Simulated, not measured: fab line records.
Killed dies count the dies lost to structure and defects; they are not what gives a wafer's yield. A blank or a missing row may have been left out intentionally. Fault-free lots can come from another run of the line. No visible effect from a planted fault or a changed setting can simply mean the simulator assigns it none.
fab line records -- flow nand_harc
record: lots: 6, wafers: 18, last_day: 24
route steps=1159 shown A_SGD_CUT@773 A_SLIT@779 END@1159
lots untouched by any fault: they come from a run of this same line in which no faults occurred
start_h: hours from the record's first day to the start of the lot's first wafer shown -- wait_h: hours elapsed since this lot's preceding step -- " as in the row above -- L1.1+2: one row covering several wafers at once -- - no value present, or no start provided -- * or withheld: withheld -- < > ~ a bound
route shown NAME@n: NAME is a module with steps in the file, n the number in the route of the first one -- usual: mean/standard deviation of fault-free wafers -- same: alike in all rows -- chamber/n: place in a boat -- sites: each site's reading -- _std_site: the standard deviation of these -- _edge_site: inner sites' mean taken away from outer sites' mean -- radius_mm: for every site, how far away it sits from the centre of the wafer -- mask NAME#n: copy n -- behind: the tool/chamber that last shaped the wafer -- hold: why the lot was held/for how many hours/how that ended -- device: the n, p or np transistor that did not switch -- end of line: the route-end tests of the same wafers -- where a step has no rows: the recipe by itself -- killed: dies lost to structure and defects at the first sort, not the wafer's yield -- map: the dies of a wafer, with x for killed, . for not killed, _ for no die there
set.NAME: the setting that was run; set.NAME@STEP: the one run at that earlier step -- model.NAME: the simulator's own value behind a step, which no gauge read
lots at selected steps of the route; one table per step, one row per wafer
services: the hour from which a tool's chamber was out of use, counted from the record's first day as start_h (under 0 if before that day), plus the number of hours and why
== steps ==
step: NHARC_A_SGD_CUT_THK_MEAS_22
recipe: thk_meas_gauge: ellipsometry
usual: thk_nm: 148.4/1.4
lot.wafer,tool,chamber,start_h,wait_h,thk_nm
L893.1,film_metro-02,-,334.91,0.2,149.9
L893.2,film_metro-02,-,334.91,0.2,149.3
L893.4,film_metro-02,-,334.91,0.2,149.7
L895.2,film_metro-02,-,360.13,0.2,148.8
L895.3,film_metro-02,-,360.13,0.2,146.3
L895.4,film_metro-02,-,360.13,0.2,147.6
L901.2,film_metro-02,-,393.36,0.2,147.3
L901.4,film_metro-02,-,393.36,0.2,147.4
L901.6,film_metro-02,-,393.36,0.2,148.6
L899.1,film_metro-01,-,402.35,0.2,148.1
L899.5,film_metro-01,-,402.35,0.2,148.4
L899.6,film_metro-01,-,402.35,0.2,149.2
L904.1,film_metro-02,-,402.50,0.2,147.9
L904.2,film_metro-02,-,402.50,0.2,146.6
L904.6,film_metro-02,-,402.50,0.2,150.3
L909.2,film_metro-02,-,426.06,0.2,150.2
L909.4,film_metro-02,-,426.06,0.2,147.5
L909.6,film_metro-02,-,426.06,0.2,151.4
step: NHARC_A_SGD_CUT_SRD_23
step: NHARC_A_SGD_CUT_ETCH_26
recipe: target_depth_a: 458, chemistry: dHF, material: SiO2
step: NHARC_A_SGD_CUT_ETCHBACK_24
recipe: target_depth_a: 500, over_etch_frac: 0.3, time_s: 92.857, ion_energy_ev: 120, ch3f_flow_sccm: 50, o2_flow_sccm: 30, ar_flow_sccm: 200, rf_w: 500, bias_w: 100, chemistry: CH3F/O2
usual: drypump_motor_current_A: 5.9/0.37, oes_product_au: 0.98/0.031, rf_vpp_V: 244.0/1.8, showerhead_plenum_p_Torr: 2.44/0.11, throttle_valve_pct: 20.664/0.0088
same: over_etch_frac: 0.3
lot.wafer,tool,chamber,start_h,wait_h,drypump_motor_current_A,oes_product_au,rf_hours_counter_h,rf_vpp_V,showerhead_plenum_p_Torr,throttle_valve_pct
L893.2,rie_diel-05,3,335.14,0.1,6.4,1.00,14,245.2,2.54,20.671
L893.1,rie_diel-05,0,335.14,0.1,5.8,1.00,16,242.9,2.41,20.673
L893.4,rie_diel-05,1,335.14,0.1,5.9,0.99,15,241.6,2.29,20.649
L895.3,rie_diel-08,1,360.38,0.2,5.6,0.98,4,246.7,2.61,20.674
L895.2,rie_diel-08,3,360.38,0.2,5.4,0.97,4,242.8,2.35,20.692
L895.4,rie_diel-08,0,360.38,0.2,6.3,0.96,4,244.7,2.40,20.668
L901.2,rie_diel-08,1,393.61,0.2,5.6,1.00,6,246.6,2.61,20.652
L901.6,rie_diel-08,1,393.61,0.2,5.6,0.99,-,245.6,2.61,20.661
L901.4,rie_diel-08,2,393.61,0.2,5.9,0.99,-,241.9,2.33,20.645
L899.1,rie_diel-05,3,402.58,0.2,6.4,0.99,4,246.2,2.54,20.669
L899.6,rie_diel-05,2,402.58,0.2,6.2,1.01,-,243.5,2.48,20.670
L899.5,rie_diel-05,3,402.58,0.2,6.4,1.00,-,245.3,2.54,20.664
L904.2,rie_diel-08,0,402.73,0.1,6.2,1.01,7,243.2,2.40,20.674
L904.1,rie_diel-08,1,402.73,0.1,5.6,1.00,7,246.4,2.61,20.654
L904.6,rie_diel-08,3,402.73,0.1,5.4,1.01,-,243.9,2.35,20.664
L909.4,rie_diel-05,1,426.31,0.2,5.9,0.94,7,240.9,2.29,20.672
L909.2,rie_diel-05,2,426.31,0.2,6.2,0.95,6,243.7,2.48,20.661
L909.6,rie_diel-05,0,426.31,0.2,5.8,0.92,-,243.6,2.41,20.672
step: NHARC_A_SGD_CUT_STRIP_28
recipe: time_s: 20, o2_flow_sccm: 500, ar_flow_sccm: 0, bias_w: 0, chemistry: O2
usual: drypump_motor_current_A: 5.9/0.37, oes_product_au: 1.004/0.0077, rf_vpp_V: 57.7/0.93, showerhead_plenum_p_Torr: 3.49/0.15, throttle_valve_pct: 17.036/0.0092
lot.wafer,tool,chamber,start_h,wait_h,drypump_motor_current_A,oes_product_au,rf_hours_counter_h,rf_vpp_V,showerhead_plenum_p_Torr,throttle_valve_pct
L893.4,rie_diel-05,2,-,-,6.2,0.999,15,58.4,3.56,17.044
L893.1,rie_diel-05,3,-,-,6.4,1.000,14,58.8,3.64,17.024
L893.2,rie_diel-05,0,-,-,5.8,0.992,16,56.7,3.46,17.045
L895.2,rie_diel-08,3,-,-,5.4,1.001,4,57.3,3.38,17.028
L895.3,rie_diel-08,0,-,-,6.3,1.007,4,58.6,3.45,17.031
L895.4,rie_diel-08,1,-,-,5.6,0.992,4,59.7,3.74,17.040
L901.2,rie_diel-08,3,393.77,0.1,5.4,1.005,7,56.2,3.37,17.024
L901.4,rie_diel-08,2,393.77,0.1,5.9,1.001,-,57.2,3.35,17.033
L901.6,rie_diel-08,1,393.77,0.1,5.6,0.988,-,57.8,3.74,17.045
L899.1,rie_diel-05,0,-,-,5.8,1.008,5,58.2,3.46,17.024
L899.6,rie_diel-05,0,-,-,5.8,1.007,-,57.3,3.46,17.040
L899.5,rie_diel-05,1,-,-,6.0,1.014,-,56.6,3.29,17.046
L904.2,rie_diel-08,1,-,-,5.6,1.005,7,59.3,3.74,17.048
L904.1,rie_diel-08,2,-,-,5.9,1.001,7,57.6,3.35,17.040
L904.6,rie_diel-08,0,-,-,6.3,1.007,-,57.4,3.45,17.046
L909.2,rie_diel-05,3,-,-,6.4,1.002,7,57.5,3.64,17.042
L909.4,rie_diel-05,0,-,-,5.8,1.008,8,57.3,3.46,17.034
L909.6,rie_diel-05,2,-,-,6.2,1.019,-,57.9,3.56,17.029
step: NHARC_A_SGD_CUT_INSPECT_25
usual: raw_defect_count: 328/91
lot.wafer,tool,chamber,start_h,wait_h,raw_defect_count
L893.1,defect_inspect-01,-,335.38,-,262
L893.2,defect_inspect-01,-,335.38,-,421
L893.4,defect_inspect-01,-,335.38,-,293
L895.2,defect_inspect-01,-,360.62,-,450
L895.3,defect_inspect-01,-,360.62,-,547
L895.4,defect_inspect-01,-,360.62,-,404
L901.2,defect_inspect-02,-,393.87,-,331
L901.4,defect_inspect-02,-,393.87,-,509
L901.6,defect_inspect-02,-,393.87,-,471
L899.1,defect_inspect-01,-,402.82,-,261
L899.5,defect_inspect-01,-,402.82,-,216
L899.6,defect_inspect-01,-,402.82,-,253
L904.1,defect_inspect-01,-,402.96,-,239
L904.2,defect_inspect-01,-,402.96,-,273
L904.6,defect_inspect-01,-,402.96,-,263
L909.2,defect_inspect-02,-,426.53,-,389
L909.4,defect_inspect-02,-,426.53,-,324
L909.6,defect_inspect-02,-,426.53,-,338
step: NHARC_A_SLIT_DEP_25
recipe: target_thk_a: 2000, temp_c: 400, pressure_torr: 6.5, rf_w: 900, teos_flow_sccm: 161.4, flow_sccm: 2650, target_thk_nm: 200, gas: O2, material: SiO2
usual: heater_power_w: 584/95, showerhead_vpp_V: 1884/95, susceptor_temp_C: 399.99/0.22, throttle_valve_pct: 16.2/0.44
lot.wafer,tool,chamber,start_h,wait_h,heater_power_w,showerhead_vpp_V,susceptor_temp_C,throttle_valve_pct
L893.1,pecvd-01,2,335.78,0.4,706,1835,400.05,15.6
L893.2,pecvd-01,1,335.78,0.4,539,1846,400.16,15.8
L893.4,pecvd-01,0,335.78,0.4,529,1927,399.92,16.9
L895.3,pecvd-02,1,360.69,0.1,559,1875,399.86,16.5
L895.2,pecvd-02,2,360.69,0.1,554,1829,400.04,16.2
L895.4,pecvd-02,1,360.69,0.1,581,1939,399.87,16.4
L901.2,pecvd-01,2,393.98,0.1,629,1876,400.09,15.5
L901.4,pecvd-01,1,393.98,0.1,500,1855,400.10,16.3
L901.6,pecvd-01,0,393.98,0.1,543,1913,400.36,16.8
L899.1,pecvd-01,2,402.96,0.1,707,1861,399.91,15.6
L899.5,pecvd-01,0,402.96,0.1,418,1907,400.08,16.8
L899.6,pecvd-01,2,402.96,0.1,683,1873,399.72,15.5
L904.2,pecvd-03,1,403.07,0.1,604,1815,400.11,16.5
L904.1,pecvd-03,2,403.07,0.1,704,2136,400.02,16.0
L904.6,pecvd-03,0,403.07,0.1,468,1830,399.94,15.9
L909.2,pecvd-03,0,426.75,0.2,402,1857,399.67,16.3
L909.6,pecvd-03,1,426.75,0.2,607,1792,400.05,16.3
L909.4,pecvd-03,0,426.75,0.2,409,1808,399.95,16.1
step: NHARC_A_SLIT_DEP_00
recipe: target_thk_a: 32000, temp_c: 400, material: aC
usual: susceptor_temp_C: 400.14/0.23, throttle_valve_pct: 34.998/0.0095
lot.wafer,tool,chamber,start_h,wait_h,susceptor_temp_C,throttle_valve_pct
L893.1,acl_dep-01,0,336.20,-,400.08,35.007
L893.2,acl_dep-01,0,336.20,-,400.33,35.015
L893.4,acl_dep-01,0,336.20,-,400.07,34.988
L895.2,acl_dep-03,0,364.83,-,-,34.990
L895.3,acl_dep-03,0,364.83,-,-,35.003
L895.4,acl_dep-03,0,364.83,-,-,34.998
L901.2,acl_dep-03,0,395.33,-,399.73,34.999
L901.4,acl_dep-03,0,395.33,-,399.68,34.984
L901.6,acl_dep-03,0,395.33,-,399.88,34.995
L899.1,acl_dep-03,0,403.22,-,400.21,34.997
L899.5,acl_dep-03,0,404.54,-,400.34,34.997
L899.6,acl_dep-03,0,404.54,-,400.05,34.985
L904.1,acl_dep-01,0,403.37,-,-,34.991
L904.2,acl_dep-01,0,403.37,-,-,34.980
L904.6,acl_dep-01,0,404.98,-,-,35.002
L909.2,acl_dep-03,0,427.34,-,-,34.988
L909.4,acl_dep-03,0,427.34,-,-,34.985
L909.6,acl_dep-03,0,427.34,-,-,35.008
step: NHARC_A_SLIT_DEP_23
recipe: target_thk_a: 1000, target_thk_nm: 100, temp_c: 400, pressure_torr: 3.5, flow_sccm: 200, rf_w: 350, material: SiON
usual: heater_power_w: 776/92, showerhead_vpp_V: 1174/55, susceptor_temp_C: 400.00/0.22
lot.wafer,tool,chamber,start_h,wait_h,heater_power_w,showerhead_vpp_V,susceptor_temp_C
L893.1,pecvd-01,1,338.38,1.9,744,1144,399.95
L893.2,pecvd-01,2,338.38,1.9,854,1177,399.97
L893.4,pecvd-01,0,338.38,1.9,592,1193,400.01
L895.2,pecvd-02,0,366.44,1.3,854,1158,400.00
L895.3,pecvd-02,1,366.44,1.3,786,1157,399.91
L895.4,pecvd-02,0,366.44,1.3,863,1155,399.97
L901.2,pecvd-03,1,397.07,1.4,855,1110,400.34
L901.6,pecvd-03,2,397.07,1.4,917,1289,400.14
L901.4,pecvd-03,1,397.07,1.4,883,1123,400.16
L899.1,pecvd-03,1,405.28,1.7,845,1117,399.91
L899.6,pecvd-03,0,405.28,1.7,559,1150,400.16
L899.5,pecvd-03,1,405.28,1.7,851,1111,400.23
L904.1,pecvd-03,0,405.39,1.7,628,1118,400.03
L904.2,pecvd-03,1,405.39,1.7,744,1130,399.87
L904.6,pecvd-03,2,405.39,1.7,882,1326,400.27
L909.2,pecvd-02,0,429.12,1.5,772,1136,399.91
L909.6,pecvd-02,2,429.12,1.5,769,1150,400.20
L909.4,pecvd-02,1,429.12,1.5,702,1195,400.06
step: NHARC_A_SLIT_DEHYDRATE_01
recipe: temp_c: 150, time_s: 120
step: NHARC_A_SLIT_HMDS_02
recipe: time_s: 30
step: NHARC_A_SLIT_COAT_03
recipe: spin_rpm: 1500, resist_thk_nm: 90
step: NHARC_A_SLIT_SOFTBAKE_04
recipe: temp_c: 105, time_s: 55
usual: heater_power_total_W: 188.47/0.16, resist_line_temp_C: 22.95/0.11
lot.wafer,tool,chamber,start_h,wait_h,heater_power_total_W,resist_line_temp_C
L893.1,litho_track-01,0,338,-,188.38,23.00
L893.2,litho_track-01,0,338,-,188.29,22.84
L893.4,litho_track-01,0,338,-,188.46,22.74
L895.2,litho_track-06,0,366,-,188.58,22.92
L895.3,litho_track-06,0,366,-,188.30,23.02
L895.4,litho_track-06,0,366,-,188.41,22.84
L901.2,litho_track-06,0,397,-,199.38,23.18
L901.4,litho_track-06,0,397,-,188.48,22.86
L901.6,litho_track-06,0,397,-,199.51,23.11
L899.1,litho_track-01,0,405,-,188.73,22.96
L899.5,litho_track-01,0,405,-,188.34,23.00
L899.6,litho_track-01,0,405,-,188.39,22.81
L904.1,litho_track-06,0,405,-,188.73,22.85
L904.2,litho_track-06,0,405,-,199.50,22.82
L904.6,litho_track-06,0,405,-,199.90,23.13
L909.2,litho_track-01,0,429,-,188.26,23.02
L909.4,litho_track-01,0,429,-,188.33,23.03
L909.6,litho_track-01,0,429,-,188.51,22.96
step: NHARC_A_SLIT_EBR_05
step: NHARC_END_SORT_01
recipe: temp_c: 25
usual: killed_at_array: 29/11, killed_at_other: 0.6/0.92, killed_at_periphery: 3.2/2, killed_dies: 33/11, killed_open: 3.2/2, killed_short: 1.9/1.5
same: gross_dies: 677
lot.wafer,tool,chamber,start_h,wait_h,killed_at_array,killed_at_other,killed_at_periphery,killed_dies,killed_open,killed_short
L895.2,prober-01,0,485.60,2.8,36,1,7,44,0,0
L895.3,prober-01,0,486.40,3.1,35,0,2,37,1,0
L895.4,prober-01,0,487.20,3.4,43,0,10,53,4,2
L899.1,prober-01,0,519.44,2.5,31,0,2,33,0,1
L899.5,prober-01,0,522.57,3.6,35,0,5,40,7,1
L899.6,prober-01,0,523.35,3.9,22,0,4,26,5,1
killed by level:class
L895.2 A_SLIT:chamber_film_flake=13 A_CHANNEL_HOLE_D1:chamber_film_flake=12 A_SGD_CUT:chamber_film_flake=5 P_STI:chamber_film_flake=4 A_CONTACT:chamber_film_flake=3 A_STAIRCASE:chamber_film_flake=2 P_GATE:chamber_film_flake=1 P_M1:chamber_film_flake=1
L895.3 A_CHANNEL_HOLE_D1:chamber_film_flake=15 A_SLIT:chamber_film_flake=14 A_SGD_CUT:chamber_film_flake=3 P_STI:chamber_film_flake=2 A_CONTACT:chamber_film_flake=2 A_M0:geometric_particle:open=1
L895.4 A_CHANNEL_HOLE_D1:chamber_film_flake=22 A_SLIT:chamber_film_flake=9 P_STI:chamber_film_flake=5 A_CONTACT:chamber_film_flake=4 A_STAIRCASE:chamber_film_flake=3 A_CONTACT:geometric_particle:short=2 A_SGD_CUT:chamber_film_flake=2 P_GATE:geometric_particle:open=1
L899.1 A_SLIT:chamber_film_flake=18 A_CHANNEL_HOLE_D1:chamber_film_flake=6 A_ZERO_WELL:chamber_film_flake=2 A_WL_FILL:chamber_film_flake=2 A_CONTACT:chamber_film_flake=2 A_CHANNEL_FILL_D1:geometric_particle:short=1 P_ZERO_WELL:chamber_film_flake=1 P_M0:chamber_film_flake=1
L899.5 A_SLIT:chamber_film_flake=14 A_CHANNEL_HOLE_D1:chamber_film_flake=6 A_CONTACT:chamber_film_flake=4 P_ZERO_WELL:chamber_film_flake=3 P_M0:geometric_particle:open=2 A_ZERO_WELL:chamber_film_flake=2 A_STAIRCASE:chamber_film_flake=2 A_ONON_D1:geometric_particle:open=1
L899.6 A_SLIT:chamber_film_flake=7 A_STAIRCASE:chamber_film_flake=4 A_CONTACT:geometric_particle:open=3 A_CONTACT:chamber_film_flake=3 P_ZERO_WELL:chamber_film_flake=2 A_CHANNEL_HOLE_D1:chamber_film_flake=2 P_CONTACT:geometric_particle:open=1 A_CHANNEL_HOLE_D1:geometric_particle:open=1
== services ==
tool,chamber,start_h,hours,kind
rie_diel-05,0,319.60,-,clean
rie_diel-05,1,319.60,-,clean
rie_diel-05,2,319.60,-,clean
rie_diel-05,3,319.60,-,clean
pecvd-03,-,323.59,2.8,repair
pecvd-02,-,334.32,13.0,pm
rie_diel-08,0,335.54,-,clean
rie_diel-08,1,335.54,-,clean
rie_diel-08,2,335.54,-,clean
rie_diel-08,3,335.54,-,clean
rie_diel-05,-,340.60,9.0,pm
rie_diel-05,0,340.60,9.0,vent_cycle
rie_diel-05,1,340.60,9.0,vent_cycle
rie_diel-05,2,340.60,9.0,vent_cycle
rie_diel-05,1,355.57,6.6,repair
rie_diel-05,3,364.36,1.8,repair
rie_diel-08,-,369.52,0.6,repair
rie_diel-05,2,373.51,1.6,repair
rie_diel-05,3,383.23,4.3,repair
rie_diel-08,0,388.73,6.3,repair
acl_dep-03,-,405.20,13.0,pm
pecvd-03,-,406.40,0.5,repair
rie_diel-05,-,406.41,1.4,repair
pecvd-01,-,418.26,13.0,pm
== key ==
first_sign: step: NHARC_A_SLIT_SOFTBAKE_04, reading: heater_power_total_W, direction: up, sigmas: 72, usual: *, struck: *
effect none on later readings
met_at NHARC_A_SLIT_SOFTBAKE_04
struck_wafers L901.2,L901.6,L904.2,L904.6
tester_left_out L901,L904
onset_between 366 397
fault: kind: process_parameter_drift, tool: litho_track-06, chamber: -, onset_h: 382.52, steps: NHARC_A_SLIT_SOFTBAKE_04, channel: time_s, offset: *, shape: step, end_h: 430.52, scope: struck_wafers_only, acts_in: *, stated: *
tester_left_out: of these lots the tester's yield and bins aren't shown, on N5 and GAA mostly nor the transistor test; their killed dies are dies lost to structure and defects alone, not to doping, threshold or leakage, so they don't give the yield
